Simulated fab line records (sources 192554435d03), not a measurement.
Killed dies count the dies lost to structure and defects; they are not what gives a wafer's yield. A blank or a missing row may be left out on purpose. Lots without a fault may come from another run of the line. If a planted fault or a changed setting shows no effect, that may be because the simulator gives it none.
Which tool did it? + flow n5-finfet + 8 lots with 24 wafers sampled at 7 steps, on a route of 1938 steps

== WHAT THE GAUGES SHOWED, per wafer ==
N5_GATE_CUT_THK_MEAS_24.
| lot  | measured     | on            | GC_FILL_THK (nm)  |
|------|--------------|---------------|-------------------|
| L398 | day 4 16:54  | film-metro-01 | 219.4 216.8 219.4 |
| L399 | day 5 03:52  | film-metro-02 | 220.7 218.8 219.3 |
| L404 | day 6 09:56  | film-metro-02 | 219.1 220.4 222.4 |
| L405 | day 6 11:58  | film-metro-01 | 216.2 220.5 221.9 |
| L406 | day 6 12:47  | film-metro-01 | 218.9 220.6 221.2 |
| L413 | day 8 08:52  | film-metro-02 | 217.7 220.4 217.8 |
| L419 | day 9 20:43  | film-metro-02 | 221.9 219.5 222.8 |
| L420 | day 10 08:35 | film-metro-01 | 220.2 217.7 220.6 |

N5_GATE_CUT_INSPECT_26: inspects for defects (darkfield).
| lot  | measured     | on                | raw-defect-count |
|------|--------------|-------------------|------------------|
| L398 | day 4 17:38  | defect-inspect-01 | 16 15 34         |
| L399 | day 5 04:36  | defect-inspect-02 | 27 23 34         |
| L404 | day 6 10:41  | defect-inspect-02 | 45 26 38         |
| L405 | day 6 12:42  | defect-inspect-02 | 31 51 27         |
| L406 | day 6 13:32  | defect-inspect-02 | 40 21 21         |
| L413 | day 8 09:37  | defect-inspect-02 | 26 1204 26       |
| L419 | day 9 21:27  | defect-inspect-01 | 23 30 40         |
| L420 | day 10 09:20 | defect-inspect-02 | 48 79 72         |

N5_MOL_CONTACT_COAG_INSPECT_10: inspects for defects (brightfield).
| lot  | measured     | on                | raw-defect-count |
|------|--------------|-------------------|------------------|
| L398 | day 4 18:09  | defect-inspect-01 | 36 34 54         |
| L399 | day 5 05:07  | defect-inspect-01 | 46 39 62         |
| L404 | day 6 11:04  | defect-inspect-01 | 69 42 53         |
| L405 | day 6 13:13  | defect-inspect-01 | 49 72 55         |
| L406 | day 6 13:55  | defect-inspect-02 | 78 44 42         |
| L413 | day 8 10:08  | defect-inspect-01 | 43 1267 54       |
| L419 | day 9 21:58  | defect-inspect-01 | 65 44 68         |
| L420 | day 10 09:44 | defect-inspect-01 | 90 109 109       |

N5_BEOL_M4_RC_MEAS_101.
| lot  | measured     | on        | DIBL_N (mV/V)  | DIBL_P (mV/V)  | IOFF_N (nA/um)    | IOFF_P (nA/um)    | ION_N (uA/um) | ION_P (uA/um) | SS_N (mV/dec)  | SS_P (mV/dec)  | VT_N (mV)         | VT_P (mV)      |
|------|--------------|-----------|----------------|----------------|-------------------|-------------------|---------------|---------------|----------------|----------------|-------------------|----------------|
| L398 | day 7 14:26  | prober-02 | 36.5 36.3 37.5 | 36.8 36.4 37.9 | 0.157 0.153 0.178 | 0.199 0.198 0.220 | 672 673 685   | 464 459 469   | 71.7 71.1 71.9 | 72.9 73.6 72.6 | 250.5 251.6 249.3 | -252 -250 -250 |
| L399 | day 8 08:42  | prober-01 | 35.3 36.7 34.3 | 36.5 38.1 35.1 | 0.138 0.162 0.116 | 0.190 0.215 0.163 | 682 675 674   | 470 464 460   | 70.8 72.0 70.3 | 73.2 73.5 72.9 | 250.0 250.2 257.5 | -251 -249 -254 |
| L404 | day 10 00:17 | prober-02 | 35.7 34.8 33.7 | 36.7 35.9 34.1 | 0.176 0.147 0.128 | 0.239 0.219 0.190 | 682 680 681   | 470 474 467   | 71.8 70.9 70.7 | 72.9 74.0 73.0 | 251.2 250.3 250.1 | -250 -252 -250 |
| L405 | day 10 17:09 | prober-01 | 35.4 36.3 34.9 | 36.0 36.8 35.4 | 0.149 0.161 0.133 | 0.187 0.198 0.178 | 678 689 667   | 464 469 464   | 71.4 71.6 71.3 | 72.9 73.5 73.0 | 248.8 249.3 252.8 | -254 -252 -255 |
| L406 | day 10 17:23 | prober-02 | 35.4 36.1 35.5 | 35.1 35.5 35.5 | 0.155 0.165 0.158 | 0.235 0.245 0.257 | 679 683 671   | 473 477 474   | 71.8 71.8 71.6 | 73.3 73.4 73.4 | 247.3 248.0 248.7 | -246 -244 -244 |
| L413 | day 12 01:39 | prober-01 | 37.0 36.3 36.7 | 37.8 37.1 37.1 | 0.187 0.175 0.172 | 0.269 0.266 0.257 | 680 696 686   | 469 479 478   | 71.5 71.9 71.8 | 74.1 73.7 73.1 | 245.6 247.8 245.8 | -244 -247 -246 |
| L419 | day 13 20:10 | prober-02 | 37.6 37.3 37.2 | 36.5 37.1 36.3 | 0.155 0.156 0.147 | 0.207 0.218 0.203 | 665 680 671   | 457 465 467   | 71.7 71.6 71.3 | 72.6 72.3 73.1 | 250.2 250.3 250.7 | -250 -249 -249 |
| L420 | day 14 17:31 | prober-02 | 36.7 36.6 37.7 | 36.1 35.9 38.0 | 0.170 0.166 0.184 | 0.206 0.199 0.240 | 676 676 690   | 466 461 471   | 71.5 70.6 72.1 | 73.0 73.5 73.9 | 247.0 250.3 245.6 | -251 -252 -249 |

== WHICH TOOL RAN EACH LOT (tool, then ch and the chambers of the sampled wafers, then the start) ==
| lot  | N5_GATE_CUT_STRIP_41              | N5_GATE_CUT_CMP_23           | N5_GATE_CUT_CMP_61            |
|------|-----------------------------------|------------------------------|-------------------------------|
| L398 | rie-diel-05 ch 1,2,3, day 4 14:30 | cmp-04 ch 0,1,3, day 4 16:36 | cmp-03 ch 0,2,3, day 4 17:25  |
| L399 | rie-diel-06 ch 0,1,3, day 5 01:26 | cmp-03 ch 1,2, day 5 03:34   | cmp-02 ch 0,3, day 5 04:24    |
| L404 | rie-diel-03 ch 1,3, day 6 06:36   | cmp-04 ch 0,2, day 6 09:38   | cmp-03 ch 1,2, day 6 10:27    |
| L405 | rie-diel-03 ch 1,2, day 6 09:17   | cmp-02 ch 0,3, day 6 11:40   | cmp-03 ch 0,1, day 6 12:30    |
| L406 | rie-diel-03 ch 1,2,3, day 6 10:07 | cmp-04 ch 0,1, day 6 12:29   | cmp-03 ch 0,1,2, day 6 13:22  |
| L413 | rie-diel-06 ch 0,2,3, day 8 06:18 | cmp-03 ch 2,3, day 8 08:35   | cmp-03 ch 0,1,2, day 8 09:26  |
| L419 | rie-diel-06 ch 1,2,3, day 9 18:19 | cmp-04 ch 0,3, day 9 20:25   | cmp-02 ch 1,3, day 9 21:15    |
| L420 | rie-diel-05 ch 2,3, day 10 06:12  | cmp-03 ch 0,1, day 10 08:18  | cmp-04 ch 0,1,3, day 10 09:11 |
- N5_GATE_CUT_STRIP_41: strips in CF4.
- N5_GATE_CUT_CMP_23: polishes, stops on SiO2, t overpolish 23.4 s, target thk 16 nm.
- N5_GATE_CUT_CMP_61: polishes, stops on SiNx, t overpolish 3 s.

== AS READ BY THE TOOLS THEMSELVES (means over the sampled wafers that have a number; for cases with no such wafer, the mark the record gives instead) ==
N5_GATE_CUT_STRIP_41.
| lot  | tool        | drypump-motor-current-A (A) | oes-product-au (a.u.) | rf-fwd-power-W (W) | rf-vpp-V (V) | showerhead-plenum-p-Torr (Torr) | throttle-valve-pct (%) |
|------|-------------|-----------------------------|-----------------------|--------------------|--------------|---------------------------------|------------------------|
| L398 | rie-diel-05 | 5.4                         | 0.196                 | 292.6              | 271.1        | 1.79                            | 13.45                  |
| L399 | rie-diel-06 | 5.4                         | 0.167                 | 293.4              | 270.3        | 1.75                            | 13.81                  |
| L404 | rie-diel-03 | 5.2                         | 0.183                 | 296.4              | 271.4        | 1.80                            | 13.46                  |
| L405 | rie-diel-03 | 5.4                         | 0.184                 | 296.1              | 272.2        | 1.83                            | 13.35                  |
| L406 | rie-diel-03 | 5.4                         | 0.179                 | 294.0              | 271.4        | 1.82                            | 13.52                  |
| L413 | rie-diel-06 | 5.5                         | 0.172                 | 293.1              | 270.6        | 1.78                            | 13.80                  |
| L419 | rie-diel-06 | 5.6                         | 0.207                 | 294.6              | 272.7        | 1.82                            | 13.45                  |
| L420 | rie-diel-05 | 5.5                         | 0.178                 | 293.3              | 271.3        | 1.80                            | 13.54                  |

N5_GATE_CUT_CMP_23.
| lot  | tool   | motor-current-A (A) | overpolish-run-s (s) | platen-rpm (rpm) | time-to-endpoint-s (s) |
|------|--------|---------------------|----------------------|------------------|------------------------|
| L398 | cmp-04 | 9.4                 | 23.398               | 51.81            | 18.4                   |
| L399 | cmp-03 | 9.0                 | 23.399               | 51.80            | 17.9                   |
| L404 | cmp-04 | 9.3                 | 23.398               | 51.81            | 20.9                   |
| L405 | cmp-02 | 7.7                 | 23.401               | 51.76            | 17.4                   |
| L406 | cmp-04 | 9.1                 | 23.395               | 51.83            | 17.4                   |
| L413 | cmp-03 | 9.9                 | 23.393               | 51.82            | 24.3                   |
| L419 | cmp-04 | 8.9                 | 23.396               | 51.79            | 19.5                   |
| L420 | cmp-03 | 8.8                 | 23.396               | 51.78            | 23.4                   |

N5_GATE_CUT_CMP_61.
| lot  | tool   | motor-current-A (A) | platen-rpm (rpm) |
|------|--------|---------------------|------------------|
| L398 | cmp-03 | 12.1                | 27.095           |
| L399 | cmp-02 | 10.2                | 27.130           |
| L404 | cmp-03 | 12.0                | 27.082           |
| L405 | cmp-03 | 12.0                | 27.105           |
| L406 | cmp-03 | 11.9                | 27.085           |
| L413 | cmp-03 | 11.4                | 27.086           |
| L419 | cmp-02 | 11.7                | 27.075           |
| L420 | cmp-04 | 12.1                | 27.079           |

== THE ANSWER, worked out from the rows above alone ==
Rule: the usual values come from the lots themselves. Put in order of their means at a reading, lots are off if they are a third of the lots or fewer, leave a main group of 4 or more, and stand apart from it by a gap of 3 or more times the standard deviation of the main group's means; of several such gaps the widest counts. If all means in a main group match to the digits the tables above print for the reading, that group is not used. Also off: a lot with no number at a reading for which 4 or more lots have one. Any other lot the step has rows for is counted as sound. After the gauges, taken in route order, come the tools' own readings; for these a lot's mean is taken, as printed above. At the first step where some lot is off, the reading lying furthest off is the one used; lots without a number count as furthest.
Off: L413 (N5_GATE_CUT_INSPECT_26, raw-defect-count). Mean 35 and standard deviation 14 in the main group.
A tool fits if, at a process step before that reading, it ran every lot that is off, and no sound lot after the first of them. Not tried: the gauges at N5_GATE_CUT_INSPECT_26; whatever is off there is also off at N5_MOL_CONTACT_COAG_INSPECT_10, on other tools, and gauge error can't account for it. One candidate fits, namely cmp-03 at N5_GATE_CUT_CMP_61. A fault onset in the window from L406 (day 6 13:22, its last sound lot) to L413 (day 8 09:26, its first lot off) fits.

== WHAT THE SIMULATOR HAD PUT IN ==
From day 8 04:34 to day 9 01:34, cmp-03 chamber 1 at N5_GATE_CUT_CMP_61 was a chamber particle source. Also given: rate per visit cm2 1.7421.
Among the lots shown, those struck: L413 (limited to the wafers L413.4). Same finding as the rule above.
